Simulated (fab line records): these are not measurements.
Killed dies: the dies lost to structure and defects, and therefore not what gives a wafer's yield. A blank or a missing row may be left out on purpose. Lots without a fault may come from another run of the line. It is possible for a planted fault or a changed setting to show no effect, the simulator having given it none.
A struck lot beside a sound one -- flow nandHarc -- 13 steps out of a route of 1302
Sound: the wafers L114.1, L114.2, L114.4. Wafers struck: L120.2, L120.4, L120.6. The cause comes at the end.
Per side, at each step with rows, come the tool, then ch with its chambers, and then its first start. Under that, the readings that differ: sound wafers -- struck wafers -- difference of the means -- sigmas: that difference in standard deviations of wafers without a fault.
alike: a reading whose means differ by less than 2 such deviations, as well as words and numbers matching on both sides. not compared: withheld readings; readings where some wafer has no value; bounds like >300 that might hide an equal value; numbers whose values overlap and for which the record gives no deviation.
A row with sigmas, a row that says differs or no value, or rows on one side alone: a step with any of these is where the two part. Numbers that have no deviation but don't overlap get no sigmas and don't part them. Lack of a reading on every wafer of one side parts them only where that side has two or more wafers.

first, 4 steps without rows for these wafers: NHARC_A_WL_FILL_STRIP_28 (strips in post etch residue remover, time 1200 s); NHARC_A_WL_FILL_PRECLEAN_06 (cleans in DIW, time 300 s); NHARC_A_WL_FILL_SRD_07; NHARC_A_WL_FILL_ANNEAL_08 (time 1800 s).
NHARC_A_WL_FILL_ALD_10: deposits SiO2, target thk 50 nm, pulse time 10 s, ald cycles 500.
  sound on aldHk-04 ch 1,2,3, day 21 10:47; struck on aldHk-01 ch 0,2, day 24 12:34
  alike: heaterPowerW, precursorPulseHeightRel, susceptorTempC
NHARC_A_WL_FILL_ETCHBACK_16: etches the open film in C4F8/O2/Ar, target depth 120 nm, time 24 s.
  sound on rieDiel-07 ch 1,3; struck on rieDiel-07 ch 0,1,2
  alike: chamberPressureMTorr, oesProductAu, rfVppV, runLengthS
  not compared: rfHoursCounterH
NHARC_A_WL_FILL_STRIP_29: strips in O2, time 20 s.
  sound on rieDiel-07 ch 1,3, day 21 15:34; struck on rieDiel-07 ch 0,1,3, day 24 17:19
  alike: chamberPressureMTorr, drypumpMotorCurrentA, oesProductAu, rfVppV, showerheadPlenumPTorr, throttleValvePct
  not compared: rfHoursCounterH
NHARC_A_WL_FILL_ETCHBACK_17: etches the open film in Cl2/BCl3, target depth 4 nm, time 26.7 s.
  sound on rieMetal-02 ch 0,1, day 21 15:40; struck on rieMetal-01 ch 0,1, day 24 17:24
  alike: chamberPressureMTorr, drypumpMotorCurrentA, oesProductAu, runLengthS
  not compared: rfHoursCounterH
then, 3 steps without rows for these wafers: NHARC_A_WL_FILL_PRECLEAN_18 (cleans in dHF, time 30 s); NHARC_A_WL_FILL_SRD_21; NHARC_A_WL_FILL_CVD_23 (deposits poly-Si, target thk 40 nm, time 800 s).
NHARC_A_WL_FILL_ETCHBACK_26: etches the open film in HBr, target depth 52 nm, time 13.3 s.
  sound on rieSi-04 ch 0,1,2, day 21 20:49; struck on rieSi-04 ch 1,2, day 25 00:09
reading,sound,struck,difference,sigmas
runLengthS (s),34.4 34.2 34.0,29.2 30.2 29.2,-4.7,-11
  alike: chamberPressureMTorr, drypumpMotorCurrentA, oesProductAu, throttleValvePct
  not compared: rfHoursCounterH
then, 1 step without rows for these wafers: NHARC_A_WL_FILL_PRECLEAN_30 (cleans in dHF, time 10 s).

== WHERE THEY PART ==
NHARC_A_WL_FILL_ETCHBACK_26 only, going by this record.

WHY: what had been put in by the simulator
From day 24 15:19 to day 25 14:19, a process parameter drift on rieSi-04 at NHARC_A_WL_FILL_ETCHBACK_26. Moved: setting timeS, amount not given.
